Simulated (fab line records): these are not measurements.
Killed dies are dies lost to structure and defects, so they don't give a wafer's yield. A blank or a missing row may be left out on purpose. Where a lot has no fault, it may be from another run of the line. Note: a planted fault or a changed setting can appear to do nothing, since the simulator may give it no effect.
Chamber matching ; flow n5-finfet ; 4 sister chambers for N5_MOL_CONTACT_COAG_ETCH_124 on rie-diel-03
The step etches SiNx in CH3F/O2, stops on SiOC, target depth 6.5 nm. 14 wafers are shown with their chamber, then 7 later ones without.

## WAFERS PAIRED WITH THEIR CHAMBERS
wafer;chamber;showerhead-plenum-p-Torr (Torr);throttle-valve-pct (%);oes-product-au (a.u.)
L074.1;1;2.06;16.68;0.60
L074.3;0;1.95;16.24;0.73
L074.6;1;2.06;16.67;0.60
L076.1;1;2.06;16.67;0.60
L076.4;0;1.94;16.25;0.73
L076.6;3;1.85;16.39;0.65
L078.2;3;1.85;16.39;0.64
L078.3;0;1.94;16.28;0.72
L078.6;1;2.06;16.67;0.59
L079.3;0;1.94;16.27;0.73
L079.5;0;1.94;16.26;0.72
L079.6;3;1.85;16.40;0.63
L085.1;0;1.94;16.29;0.71
L085.3;2;1.97;16.02;0.80

SIGNATURES, as means of the wafers listed above
reading;chamber 0;chamber 1;chamber 2;chamber 3;scatter within a chamber
showerhead-plenum-p-Torr;1.9417;2.0600;1.9700;1.8500;0.00289
throttle-valve-pct;16.2650;16.6725;16.0200;16.3933;0.0138
oes-product-au;0.7233;0.5975;0.8000;0.6400;0.0078
Rule: for a wafer and a chamber, the distance is found by dividing, reading by reading, the gap between the wafer's reading and the chamber's mean by the reading's scatter, squaring, summing and taking the root. The wafer belongs to the nearest chamber; if the next one is less than 2 further off, it can't be placed. The scatter is the square root of a quotient: the sum, over the shown wafers, of each reading's squared deviation from its chamber's mean, divided by wafers minus chambers.

## WAFERS WITH NO CHAMBER GIVEN
wafer;showerhead-plenum-p-Torr (Torr);throttle-valve-pct (%);oes-product-au (a.u.)
L085.4;2.05;16.71;0.59
L088.1;1.84;16.45;0.62
L088.3;1.96;16.05;0.80
L088.4;1.94;16.32;0.71
L094.1;1.96;16.05;0.76
L094.2;1.93;16.35;0.70
L094.5;1.93;16.33;0.70

## CHAMBER TAKEN BY EACH
wafer;from the rows above;in truth
L085.4;1;1
L088.1;3;3
L088.3;2;2
L088.4;0;0
L094.1;2;2
L094.2;0;0
L094.5;0;0
7 of 7 placed correctly. Not placeable from these rows: 0. Placed wrongly: 0.
